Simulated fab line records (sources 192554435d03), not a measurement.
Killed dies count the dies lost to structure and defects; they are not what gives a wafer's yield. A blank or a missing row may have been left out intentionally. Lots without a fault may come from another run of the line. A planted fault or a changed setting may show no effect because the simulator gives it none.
fab line records -- flow n5Finfet
[record] lots = 5, wafers = 14, lastDay = 17
route steps=1938 shown BEOL_M7@1293 PASSIVATION@1936
lots that met no fault: from a run of the same line without faults
startH: hours from the record's first day to the start of the lot's first wafer shown -- waitH: how many hours have passed since the lot's step before this one -- " same as the row above -- L1.1+2: several wafers, shown together as one row -- - either no value or no given start -- * or withheld: withheld -- < > ~ a bound
route shown NAME@n: a module of which the file shows steps, and the number in the route of the first -- usual: mean and standard deviation over wafers with no fault -- same: alike in all rows -- chamber/n: place in a boat -- sites: readings site by site -- _std_site: their standard deviation -- _edge_site: mean of outer sites minus mean of inner sites -- radiusMm: how far each site lies from the wafer's centre -- mask NAME#n: copy n -- behind: the tool/chamber that last shaped the wafer -- hold: cause of the lot's hold/its duration in hours/its outcome -- device: which transistor (n, p or np) failed to switch -- end of line: at the end of the route, the tests of the same wafers -- where a step has no rows: the recipe by itself -- killed: at the first sort, the dies lost to defects and structure; wafer yield is something else -- map: a wafer's dies, marking killed ones x, the rest . and places with no die _
set.NAME: the setting as run; set.NAME@STEP: as run at that earlier step -- model.NAME: the simulator's own value behind a step, which no gauge read
lots at some steps of the route; a table a step, a row a wafer
services: when a tool's chamber went out of use (startH, in hours from the record's first day, below 0 if earlier), for how many hours, and the reason
[[steps]]
[step N5_BEOL_M7_EXPOSE_25]
[recipe] maskId = V6, na = 0.33, sourceShape = annular, sigmaInner = 0.4, sigmaOuter = 0.8, polarization = unpolarized, targetCdNm = 40, doseMj = 42.5
[step N5_BEOL_M7_PEB_26]
[recipe] pebTempC = 100, pebTimeS = 60, resist = CAR-EUV
[step N5_BEOL_M7_DEVELOP_27]
[recipe] developTimeS = 30, developer = TMAH, resist = CAR-EUV, rinseLiquid = surfactantRinse, dry = airSpin, devTempC = 23
[step N5_BEOL_M7_CD_MEAS_28]
[recipe] targetCdNm = 40, landingEnergyEv = 500, detector = seInlens
[usual] cdNm = 39.94/0.22
[same] landingEnergyEv = 500
lot.wafer,tool,chamber,startH,waitH,cdNm
L283.1,cdSem-03,0,229.09,-,40.00
L283.2,cdSem-03,0,229.09,-,39.49
L283.6,cdSem-03,0,229.09,-,39.93
L285.3,cdSem-02,0,231.64,-,40.27
L285.4,cdSem-02,0,231.64,-,40.29
L285.6,cdSem-02,0,231.64,-,40.09
L291.2,cdSem-01,0,244.16,-,40.16
L291.3,cdSem-01,0,244.16,-,40.29
L291.6,cdSem-01,0,244.16,-,40.08
L297.4,cdSem-03,0,308.33,-,39.89
L297.5,cdSem-03,0,308.33,-,39.89
L299.3,cdSem-03,0,309.98,-,40.04
L299.4,cdSem-03,0,309.98,-,39.95
L299.5,cdSem-03,0,309.98,-,39.74
[step N5_BEOL_M7_OVL_MEAS_29]
[recipe] pointsPerWafer = 522
[usual] V6_OVL = 0.8/0.79
lot.wafer,tool,chamber,startH,waitH,V6_OVL[nm]
L283.1,overlay-02,0,229.12,0.0,0.9
L283.2,overlay-02,0,229.12,0.0,-0.7
L283.6,overlay-02,0,229.12,0.0,-0.6
L285.3,overlay-01,0,231.68,0.0,2.4
L285.4,overlay-01,0,231.68,0.0,0.3
L285.6,overlay-01,0,231.68,0.0,0.7
L291.2,overlay-01,0,244.19,0.0,0.4
L291.3,overlay-01,0,244.19,0.0,1.2
L291.6,overlay-01,0,244.19,0.0,-0.6
L297.4,overlay-01,0,308.37,0.0,1.6
L297.5,overlay-01,0,308.37,0.0,0.0
L299.3,overlay-02,0,310.01,0.0,2.2
L299.4,overlay-02,0,310.01,0.0,0.7
L299.5,overlay-02,0,310.01,0.0,2.0
[step N5_BEOL_M7_INSPECT_30]
[recipe] mode = adi, inspectInstrument = brightfield
[usual] rawDefectCount = 413/82
lot.wafer,tool,chamber,startH,waitH,rawDefectCount
L283.1,defectInspect-01,-,229.18,0.1,379
L283.2,defectInspect-01,-,229.18,0.1,608
L283.6,defectInspect-01,-,229.18,0.1,494
L285.3,defectInspect-01,-,231.73,0.0,424
L285.4,defectInspect-01,-,231.73,0.0,448
L285.6,defectInspect-01,-,231.73,0.0,421
L291.2,defectInspect-01,-,244.24,0.0,397
L291.3,defectInspect-01,-,244.24,0.0,429
L291.6,defectInspect-01,-,244.24,0.0,386
L297.4,defectInspect-01,-,308.41,0.0,420
L297.5,defectInspect-01,-,308.41,0.0,360
L299.3,defectInspect-02,-,310.06,0.0,481
L299.4,defectInspect-02,-,310.06,0.0,512
L299.5,defectInspect-02,-,310.06,0.0,308
[step N5_BEOL_M7_DESCUM_33]
[recipe] chemistry = O2, timeS = 7, sourcePowerW = 50, biasPowerW = 20, pressureMtorr = 20, rfFrequencyHz = 2.712e+07, tempC = 40, resist = CAR-EUV, o2FlowSccm = 225
[usual] biasPowerW = 19.98/0.062, drypumpMotorCurrentA = 5.67/0.29, oesProductAu = 0.80/0.1, rfFwdPowerW = 49.36/0.26, rfVppV = 243.2/1.4, showerheadPlenumPTorr = 2.09/0.07, throttleValvePct = 20.38/0.29
lot.wafer,tool,chamber,startH,waitH,biasPowerW,drypumpMotorCurrentA,oesProductAu,rfFwdPowerW,rfHoursCounterH,rfVppV,showerheadPlenumPTorr,throttleValvePct
L283.1,rieDiel-04,0,229.21,0.0,19.93,5.69,0.70,49.58,198,242.8,2.08,20.84
L283.2,rieDiel-04,3,229.21,0.0,19.98,5.48,0.70,48.68,232,241.8,1.98,20.78
L283.6,rieDiel-04,1,229.21,0.0,19.93,5.95,0.73,49.31,-,246.7,2.15,20.25
L285.3,rieDiel-04,3,231.76,0.0,19.99,5.51,0.69,48.92,232,242.3,1.98,20.80
L285.4,rieDiel-04,1,231.76,0.0,20.07,5.93,0.74,49.08,184,244.4,2.15,20.24
L285.6,rieDiel-04,1,231.76,0.0,20.10,5.95,0.73,49.14,-,244.2,2.15,20.24
L291.2,rieDiel-04,3,244.28,0.0,19.94,5.51,0.70,48.86,235,241.0,1.98,20.79
L291.3,rieDiel-04,1,244.28,0.0,19.98,5.91,0.72,49.24,187,244.0,2.15,20.24
L291.6,rieDiel-04,0,244.28,0.0,20.09,5.68,0.72,49.50,-,242.6,2.07,20.85
L297.4,rieDiel-02,3,308.66,0.2,19.96,5.47,0.88,49.58,-,243.3,2.03,20.44
L297.5,rieDiel-02,0,308.66,0.2,20.05,5.27,0.69,49.69,-,241.4,1.99,20.54
L299.3,rieDiel-05,1,310.20,0.1,19.98,5.08,0.82,49.47,71,243.5,2.12,20.27
L299.4,rieDiel-05,0,310.20,0.1,19.99,5.33,0.72,49.46,205,243.7,2.05,20.25
L299.5,rieDiel-05,2,310.20,0.1,19.94,5.83,0.71,49.78,-,242.5,2.07,20.23
[step N5_BEOL_M7_ETCH_72]
[recipe] chemistry = N2/H2, target = underlayer, targetDepthA = 65, maskMaterial = CAR-EUV, timeS = 5.2, ionEnergyEv = 200, pressureMtorr = 30, sourceW = 840, biasW = 150, n2FlowSccm = 200, h2FlowSccm = 200, ends = cleared
[usual] drypumpMotorCurrentA = 5.68/0.29, etchRfOnTimeS = 5.26/0.15, oesProductAu = 0.67/0.088, rfFwdPowerW = 819.5/2.6, rfVppV = 523.7/2.7, showerheadPlenumPTorr = 2.55/0.091, throttleValvePct = 17.85/0.22
lot.wafer,tool,chamber,startH,waitH,drypumpMotorCurrentA,etchRfOnTimeS,oesProductAu,rfFwdPowerW,rfHoursCounterH,rfVppV,showerheadPlenumPTorr,throttleValvePct
L283.1,rieDiel-04,0,229.25,0.0,5.70,5.58,0.59,816.2,198,520.0,2.51,18.12
L283.2,rieDiel-04,3,229.25,0.0,5.51,5.10,0.61,821.7,232,519.3,2.41,18.19
L283.6,rieDiel-04,1,229.25,0.0,5.95,5.26,0.61,817.2,-,526.4,2.65,17.95
L285.3,rieDiel-04,3,231.80,0.0,5.46,5.15,0.60,819.3,232,519.8,2.41,18.19
L285.4,rieDiel-04,1,231.80,0.0,5.95,5.34,0.60,819.4,184,527.4,2.65,17.94
L285.6,rieDiel-04,1,231.80,0.0,5.97,5.29,0.60,815.4,-,524.9,2.65,17.91
L291.2,rieDiel-04,3,244.31,0.0,5.50,5.11,0.60,822.7,235,519.2,2.41,18.22
L291.3,rieDiel-04,1,244.31,0.0,5.94,5.32,0.60,821.3,187,528.2,2.65,17.93
L291.6,rieDiel-04,0,244.31,0.0,5.70,5.58,0.59,816.9,-,524.1,2.51,18.11
L297.4,rieDiel-02,3,308.68,0.0,5.49,5.05,0.76,822.0,-,521.4,2.48,17.87
L297.5,rieDiel-02,0,308.68,0.0,5.30,5.34,0.59,821.3,-,520.8,2.42,18.03
L299.3,rieDiel-05,1,310.24,0.0,5.11,5.08,0.70,818.5,71,525.4,2.57,17.68
L299.4,rieDiel-05,0,310.24,0.0,5.35,5.24,0.60,814.5,205,523.7,2.51,17.73
L299.5,rieDiel-05,2,310.24,0.0,5.86,5.12,0.62,818.8,-,522.6,2.51,17.62
[step N5_BEOL_M7_ETCH_65]
[recipe] chemistry = CF4, target = SiARC, targetDepthA = 156, maskMaterial = CAR-EUV, timeS = 26, ionEnergyEv = 80, pressureMtorr = 40, sourceW = 545, biasW = 36, Ar_flow_sccm = 100, cf4FlowSccm = 100, ends = cleared
[usual] drypumpMotorCurrentA = 5.67/0.29, etchRfOnTimeS = 26.4/0.75, mfcArSccm = 100.03/0.28, oesProductAu = 0.67/0.087, rfFwdPowerW = 532.0/2.1, rfVppV = 184.0/1.3, showerheadPlenumPTorr = 2.14/0.07, throttleValvePct = 15.59/0.27
lot.wafer,tool,chamber,startH,waitH,drypumpMotorCurrentA,etchRfOnTimeS,mfcArSccm,oesProductAu,rfFwdPowerW,rfHoursCounterH,rfVppV,showerheadPlenumPTorr,throttleValvePct
L283.1,rieDiel-04,0,229.27,0.0,5.70,28.1,100.52,0.59,532.3,198,182.0,2.12,15.98
L283.2,rieDiel-04,3,229.27,0.0,5.49,25.6,100.12,0.60,531.8,232,183.1,2.03,15.97
L283.6,rieDiel-04,1,229.27,0.0,5.93,26.6,100.53,0.60,533.2,-,185.3,2.22,15.60
L285.3,rieDiel-04,3,231.82,0.0,5.49,25.7,100.13,0.60,529.8,232,183.8,2.03,15.97
L285.4,rieDiel-04,1,231.82,0.0,5.93,26.3,100.11,0.61,530.1,184,184.6,2.22,15.61
L285.6,rieDiel-04,1,231.82,0.0,5.95,26.1,100.06,0.61,531.4,-,185.1,2.22,15.63
L291.2,rieDiel-04,3,244.33,0.0,5.50,25.7,100.05,0.60,530.5,235,181.9,2.03,15.99
L291.3,rieDiel-04,1,244.33,0.0,5.93,26.2,100.09,0.61,529.2,187,185.7,2.22,15.61
L291.6,rieDiel-04,0,244.33,0.0,5.65,27.7,100.39,0.59,530.0,-,185.2,2.12,15.96
L297.4,rieDiel-02,3,308.71,0.0,5.49,25.3,99.76,0.76,531.6,-,183.4,2.09,15.57
L297.5,rieDiel-02,0,308.71,0.0,5.29,26.9,99.56,0.59,535.1,-,182.6,2.04,15.81
L299.3,rieDiel-05,1,310.25,0.0,5.07,26.0,99.89,0.70,530.2,71,184.5,2.18,15.47
L299.4,rieDiel-05,0,310.25,0.0,5.34,26.7,99.66,0.60,533.3,205,183.9,2.12,15.66
L299.5,rieDiel-05,2,310.25,0.0,5.90,25.7,100.06,0.61,532.9,-,185.6,2.12,15.50
[step N5_BEOL_M7_ETCH_66]
[recipe] chemistry = N2/H2, target = SOC, targetDepthA = 800, overetchA = 160, maskMaterial = SiARC, tempC = 40, timeS = 120, ionEnergyEv = 200, pressureMtorr = 30, sourceW = 840, biasW = 150, n2FlowSccm = 200, h2FlowSccm = 200
[usual] drypumpMotorCurrentA = 5.68/0.29, oesProductAu = 0.61/0.074, rfFwdPowerW = 836/3.1, rfVppV = 523.9/2.4, showerheadPlenumPTorr = 2.55/0.091, throttleValvePct = 17.81/0.22
lot.wafer,tool,chamber,startH,waitH,drypumpMotorCurrentA,oesProductAu,rfFwdPowerW,rfHoursCounterH,rfVppV,showerheadPlenumPTorr,throttleValvePct
L283.1,rieDiel-04,0,229.29,0.0,5.68,0.55,834,198,522.9,2.51,18.08
L283.2,rieDiel-04,3,229.29,0.0,5.48,0.54,828,232,520.3,2.41,18.17
L283.6,rieDiel-04,1,229.29,0.0,5.96,0.55,842,-,525.2,2.65,17.89
L285.3,rieDiel-04,3,231.84,0.0,5.51,0.53,830,232,520.6,2.41,18.17
L285.4,rieDiel-04,1,231.84,0.0,5.95,0.55,838,184,527.1,2.65,17.89
L285.6,rieDiel-04,1,231.84,0.0,5.93,0.55,837,-,526.2,2.65,17.89
L291.2,rieDiel-04,3,244.36,0.0,5.50,0.53,828,235,519.4,2.41,18.18
L291.3,rieDiel-04,1,244.36,0.0,5.96,0.55,839,187,525.2,2.65,17.89
L291.6,rieDiel-04,0,244.36,0.0,5.68,0.55,838,-,522.4,2.51,18.06
L297.4,rieDiel-02,3,308.76,0.0,5.48,0.67,837,-,522.7,2.48,17.83
L297.5,rieDiel-02,0,308.76,0.0,5.32,0.54,836,-,519.4,2.42,17.94
L299.3,rieDiel-05,1,310.28,0.0,5.13,0.62,840,71,523.1,2.57,17.63
L299.4,rieDiel-05,0,310.28,0.0,5.30,0.55,835,205,523.5,2.51,17.71
L299.5,rieDiel-05,2,310.28,0.0,5.85,0.55,838,-,523.1,2.52,17.60
[step N5_BEOL_M7_STRIP_69]
[recipe] chemistry = N2/H2, tempC = 40, n2FlowSccm = 200, h2FlowSccm = 200, rfFrequencyHz = 6e+07
[step N5_BEOL_M7_STRIP_73]
[recipe] chemistry = N2/H2, tempC = 40, n2FlowSccm = 200, h2FlowSccm = 200, rfFrequencyHz = 6e+07
[step N5_BEOL_M7_VIA_ETCH_34]
[recipe] chemistry = C4F6/O2, target = SiCOH_lowk, targetDepthA = 1255, maskMaterial = SOC, taperDeg = 4, timeS = 50.5, ionEnergyEv = 250, pressureMtorr = 30, sourceW = 345, biasW = 185, Ar_flow_sccm = 300, C4F6_flow_sccm = 10, O2_flow_sccm = 10
[usual] C4F6_flow_sccm = 10.004/0.029, drypumpMotorCurrentA = 5.68/0.29, mfcArSccm = 300.1/0.9, oes_ar_750_au = 0.79/0.099, oesProductAu = 0.79/0.1, rfFwdPowerW = 341.5/1.6, rfVppV = 671/7.5, showerheadPlenumPTorr = 2.85/0.096, throttleValvePct = 20.87/0.23
lot.wafer,tool,chamber,startH,waitH,C4F6_flow_sccm,drypumpMotorCurrentA,mfcArSccm,oes_ar_750_au,oesProductAu,rfFwdPowerW,rfHoursCounterH,rfVppV,showerheadPlenumPTorr,throttleValvePct,model.etch.depthNm,model.SOC_of_BEOL_M7_COAT_63.thkNm
L283.1,rieDiel-04,0,229.40,0.0,9.963,5.70,300.3,0.70,0.70,341.4,198,677,2.83,21.31,118.7,54.2
L283.2,rieDiel-04,3,229.40,0.0,9.985,5.50,299.7,0.70,0.70,338.5,232,674,2.68,21.14,127,53.8
L283.6,rieDiel-04,1,229.40,0.0,9.981,5.92,298.5,0.71,0.72,340.3,-,674,2.95,20.84,126.3,54
L285.3,rieDiel-04,3,231.95,0.0,9.996,5.49,299.6,0.70,0.70,337.5,232,674,2.68,21.10,126.6,53.8
L285.4,rieDiel-04,1,231.95,0.0,10.017,5.96,301.0,0.70,0.72,342.1,184,674,2.95,20.85,124.6,54
L285.6,rieDiel-04,1,231.95,0.0,10.057,5.95,300.4,0.71,0.72,341.2,-,675,2.95,20.84,124.6,53.8
L291.2,rieDiel-04,3,244.46,0.0,10.007,5.47,300.0,0.70,0.69,338.6,235,675,2.68,21.13,125.2,53.8
L291.3,rieDiel-04,1,244.46,0.0,10.004,5.94,298.8,0.80,0.76,423.2,187,605,2.95,20.87,136.2,53.2
L291.6,rieDiel-04,0,244.46,0.0,9.986,5.69,300.7,0.70,0.70,340.3,-,676,2.83,21.30,120.6,54.2
L297.4,rieDiel-02,3,308.84,0.0,10.012,5.49,300.0,0.87,0.89,342.1,-,667,2.78,20.94,127.8,54
L297.5,rieDiel-02,0,308.84,0.0,9.981,5.30,299.4,0.69,0.69,342.2,-,671,2.68,20.84,122.1,53.8
L299.3,rieDiel-05,1,310.38,0.0,10.009,5.15,299.1,0.81,0.82,342.3,71,666,2.88,20.71,125.8,54
L299.4,rieDiel-05,0,310.38,0.0,10.002,5.33,300.1,0.71,0.71,343.0,205,675,2.82,20.86,124.7,54.2
L299.5,rieDiel-05,2,310.38,0.0,9.932,5.88,301.3,0.73,0.71,340.6,-,653,2.82,20.74,124.9,54.4
[step N5_BEOL_M7_STRIP_76]
[recipe] chemistry = C4F6/O2, resist = SiARC, rfFrequencyHz = 6e+07
[step N5_PASSIVATION_PROBE_49]
[usual] defectLimitedYield = 91.2/1.6, killed_at_M0_to_M3 = 35/11, killed_at_M4_up = 14/5.4, killedAtContacts = 13/6, killedAtFrontEnd = 38/11, killedAtOther = 3.4/2.6, killedDies = 104/19, killedOpen = 68/13, killedShort = 34/8.5, sort_bin_5_function = 5.1/1, sort_bin_6_memory = 3.3/0.72, sortNPass = 1075/22, sortYieldPct = 91.1/1.9
[same] grossDies = 1180, killedAtBackSide = 0, sort_bin_4_leakage[%] = 0, sort_bin_8_speed[%] = 0
lot.wafer,tool,chamber,startH,waitH,defectLimitedYield[%],killed_at_M0_to_M3,killed_at_M4_up,killedAtContacts,killedAtFrontEnd,killedAtOther,killedDies,killedOpen,killedShort,sort_bin_5_function[%],sort_bin_6_memory[%],sortNPass,sortYieldPct[%]
L291.2,prober-01,-,331.54,0.1,88.4,38,21,33,44,1,137,96,28,5.4,4.9,1043,88.4
// killed by level:class
L291.2 MOL_CONTACT_COAG:geometricParticle:open=26 BEOL_M2:geometricParticle:open=16 HKMG_FIN:areaEtch=12 FIN_SAQP:geometricParticle:open=10 MOL_CONTACT_COAG:geometricParticle:short=7 BEOL_M3:geometricParticle:open=6 STI_FIN_REVEAL:geometricParticle:open=5 BEOL_M1:geometricParticle:open=5
[[services]]
tool,chamber,startH,hours,kind
rieDiel-02,2,206.43,-,clean
rieDiel-02,2,206.43,-,consumableReplace:focusRing
rieDiel-02,2,206.43,20.5,scheduledDown
rieDiel-02,2,206.43,20.5,ventCycle
rieDiel-04,0,207.73,1.7,repair
rieDiel-02,1,228.55,-,clean
rieDiel-02,1,228.55,-,consumableReplace:focusRing
rieDiel-02,1,228.55,24.3,scheduledDown
rieDiel-02,1,228.55,24.3,ventCycle
rieDiel-04,2,240.24,10.5,repair
rieDiel-02,-,257.01,2.8,pm
rieDiel-02,3,261.30,17.6,repair
rieDiel-04,3,301.26,-,clean
rieDiel-04,3,301.26,-,consumableReplace:focusRing
rieDiel-04,3,301.26,-,consumableReplace:showerhead
rieDiel-04,3,301.26,23.8,scheduledDown
rieDiel-04,3,301.26,23.8,ventCycle
rieDiel-02,1,307.24,11.4,repair
[[key]]
[firstSign] step = N5_BEOL_M7_VIA_ETCH_34, reading = rfFwdPowerW, direction = up, sigmas = 52, usual = *, struck = *
[effect] step = N5_BEOL_M7_VIA_ETCH_34, reading = rfVppV, direction = down, sigmas = 8.8, usual = 671, struck = 605
[modelEffect] step = N5_BEOL_M7_VIA_ETCH_34, value = etch.depthNm, without = 125.3, struck = 136.2
metAt N5_BEOL_M7_VIA_ETCH_34
struckWafers L291.3
[baselineLoss] step = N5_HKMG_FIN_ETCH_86, wafers = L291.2
onsetBetween 231.95 244.46
[fault] kind = processParameterDrift, tool = rieDiel-04, chamber = 1, onsetH = 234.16, steps = N5_BEOL_M7_VIA_ETCH_34, channel = sourceW, offset = 82.8, shape = step, endH = 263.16, actsIn = theseRecipesOnly, stated = 345
// baselineLoss: these wafers lose ten dies or more at that step, a loss of the line's own and not of a fault; the sort's usual values leave them out
